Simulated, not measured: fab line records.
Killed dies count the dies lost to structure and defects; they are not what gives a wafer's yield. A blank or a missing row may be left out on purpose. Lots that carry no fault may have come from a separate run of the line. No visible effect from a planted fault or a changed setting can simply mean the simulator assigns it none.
One fault through the eyes of 3 desks ; flow nand harc ; each desk holds nothing but its own numbers, with what lay behind them at the end

## THE DEFECT DESK
Lot by lot, what the route's inspections counted, given as the mean of those sampled wafers with a number. The brackets show how far a lot's mean lies from the usual mean; more than 4 standard deviations puts the lot out of limits, marked OUT.
Columns: A = raw defect count at NHARC_P_M2_INSPECT_11, usual 4.6
lot;first seen here;A
L647;day 6 00:05;2.0
L648;day 6 12:27;3.7
L649;day 6 18:51;10.0
L651;day 7 04:32;6.0
L652;day 7 09:01;4.0
L655;day 8 04:05;5.3
L654;day 8 04:51;5.7
L658;day 8 16:44;3.7
L657;day 8 16:56;4.0
L661;day 9 13:16;2.7
L668;day 11 10:25;4.3
L669;day 11 16:01;2.7
This desk's verdict: no lot among the 12 shows anything out of limits.

## METROLOGY DESK
What the gauges read, lot by lot, whatever tool the lot ran on: means of the sampled wafers that have a number. The brackets show how far a lot's mean lies from the usual mean; more than 4 standard deviations puts the lot out of limits, marked OUT.
Columns: A = thk nm at NHARC_P_M1_THK_MEAS_24, usual 157.2 nm
lot;first seen here;A
L647;day 5 22:17;158.3
L648;day 6 10:53;156.0
L649;day 6 17:10;155.3
L651;day 7 02:43;157.3
L652;day 7 07:11;157.3
L655;day 8 02:26;154.3
L654;day 8 03:11;159.0
L658;day 8 15:03;156.8
L657;day 8 15:17;158.4
L661;day 9 11:36;157.1
L668;day 11 08:50;156.8
L669;day 11 14:26;156.7
This desk's verdict: no lot among the 12 shows anything out of limits.

## DESK OF THE TOOL OWNER: rie diel-02
The tool's own readings at NHARC_P_M2_ETCH_35 (etches the open film in N2/H2, target depth 40 nm, overetch 12 nm, time 43.94 s): means of the sampled wafers that have a number, for each lot that ran on this tool. The brackets show how far a lot's mean lies from the usual mean; more than 4 standard deviations puts the lot out of limits, marked OUT. Of its 9 readings 7 are shown: the one that was out of limits first, and those that lie furthest out on some lot.
Columns: A = chamber pressure mTorr at NHARC_P_M2_ETCH_35, usual 30.001 mTorr; B = drypump motor current A at NHARC_P_M2_ETCH_35, usual 5.7 A; C = h2 flow sccm at NHARC_P_M2_ETCH_35, usual 150.0 sccm; D = oes product au at NHARC_P_M2_ETCH_35, usual 0.997 a.u.; E = run length s at NHARC_P_M2_ETCH_35, usual 65.3 s; F = showerhead plenum p Torr at NHARC_P_M2_ETCH_35, usual 2.06 Torr; G = throttle valve pct at NHARC_P_M2_ETCH_35, usual 14.172 %
lot;first seen here;A;B;C;D;E;F;G
L648;day 6 12:38;30.002;5.7;150.6;1.005;65.9;2.03;14.166
L649;day 6 19:00;29.988;5.3;149.9;0.983;65.7;2.03;14.163
L651;day 7 04:42;30.006;5.8;149.6;0.994;65.5;2.09;14.161
L655;day 8 04:14;29.977;5.3;150.1;0.993;65.4;2.05;14.172
L658;day 8 16:53;29.991;5.8;150.0;0.991;61.1 (-8.1) OUT;2.09;14.170
L657;day 8 17:06;30.005;6.7;151.1;0.988;52.6 (-24) OUT;2.13;14.172
This desk's finding: out of limits on L657, L658; first on L658, day 8 16:53 (run length s at NHARC_P_M2_ETCH_35). L648, L649, L651, L655 stayed within limits.

## ALL TOGETHER
The tool owner's desk could have raised an alarm at day 8 16:53, on L657, L658.
Nothing the defect desk looked at was out of limits.
At the metrology desk, nothing out of limits was observed.
The defect desk has L657, L658 on record, within its limits.
The metrology desk has L657, L658 on record, within its limits.
Every lot named ran NHARC_P_M2_ETCH_35 on rie diel-02.

## WHAT THE SIMULATOR HAD INSERTED
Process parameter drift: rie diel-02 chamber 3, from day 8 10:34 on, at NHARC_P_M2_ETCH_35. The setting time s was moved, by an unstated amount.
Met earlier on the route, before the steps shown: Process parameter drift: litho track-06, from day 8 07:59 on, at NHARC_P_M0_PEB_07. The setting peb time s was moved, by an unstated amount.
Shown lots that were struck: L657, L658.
How many hours passed from the start of the fault until each desk's first out-of-limits reading: the tool owner's desk, 6.
